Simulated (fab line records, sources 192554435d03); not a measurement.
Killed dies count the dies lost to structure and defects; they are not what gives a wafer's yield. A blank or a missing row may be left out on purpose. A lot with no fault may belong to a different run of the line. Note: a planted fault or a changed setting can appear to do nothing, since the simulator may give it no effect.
The tool behind it: which one? -- flow n5-finfet -- 60 wafers sampled from 20 lots at 1 step of a route of 1938

WHAT THE GAUGES SHOWED, per wafer
N5_BEOL_M4_INSPECT_13: inspects for defects (brightfield). Usual: raw-defect-count reads 411 (standard deviation 92).
lot,measured,on,raw-defect-count,flag
L075,day 7 09:05,defect-inspect-02,423 332 425,
L074,day 7 12:46,defect-inspect-02,393 351 472,
L079,day 8 17:19,defect-inspect-02,591 615 667,
L078,day 8 20:28,defect-inspect-01,414 452 394,
L080,day 9 04:34,defect-inspect-01,377 313 331,
L082,day 9 07:39,defect-inspect-01,343 391 316,
L081,day 9 07:50,defect-inspect-02,430 358 366,
L083,day 9 08:40,defect-inspect-02,471 511 531,
L084,day 10 03:41,defect-inspect-01,378 318 394,
L085,day 10 11:41,defect-inspect-02,502 434 417,
L087,day 11 10:03,defect-inspect-01,389 280 507,
L088,day 11 16:38,defect-inspect-01,308 364 306,
L089,day 11 19:14,defect-inspect-02,390 501 469,
L090,day 11 20:07,defect-inspect-02,367 301 497,
L092,day 12 04:47,defect-inspect-01,407 287 407,
L093,day 12 11:05,defect-inspect-01,385 358 489,
L094,day 12 13:40,defect-inspect-01,546 435 386,
L095,day 12 21:12,defect-inspect-01,452 401 373,
L096,day 13 06:58,defect-inspect-02,547 626 524,
L097,day 13 11:58,defect-inspect-01,370 359 358,

EACH LOT AND THE TOOL THAT RAN IT (in order: tool; ch and the chambers of the sampled wafers; start)
Before these readings, the record contains no process step.

AS READ BY THE TOOLS THEMSELVES (means over the sampled wafers that have a number; for cases with no such wafer, the mark the record gives instead)
The record holds no such reading with a usual standard deviation.

THE ANSWER, worked out from the rows above alone
Rule: take the mean of a lot's wafers that have a number; if it is more than 3 standard deviations from the usual mean, the lot is off. A lot without any number at a reading at which 4 lots or more have one is off too. Any other lot the step has rows for is counted as sound. The gauges are gone through in route order, then the tools' own readings, and for those a lot's mean is taken as printed above. The first step at which some lot is off is used, and at that step the reading that is off furthest; a lot without a number counts as furthest.
No lot is off on any of the readings shown, so nothing can be concluded from this.

WHAT THE SIMULATOR PUT IN
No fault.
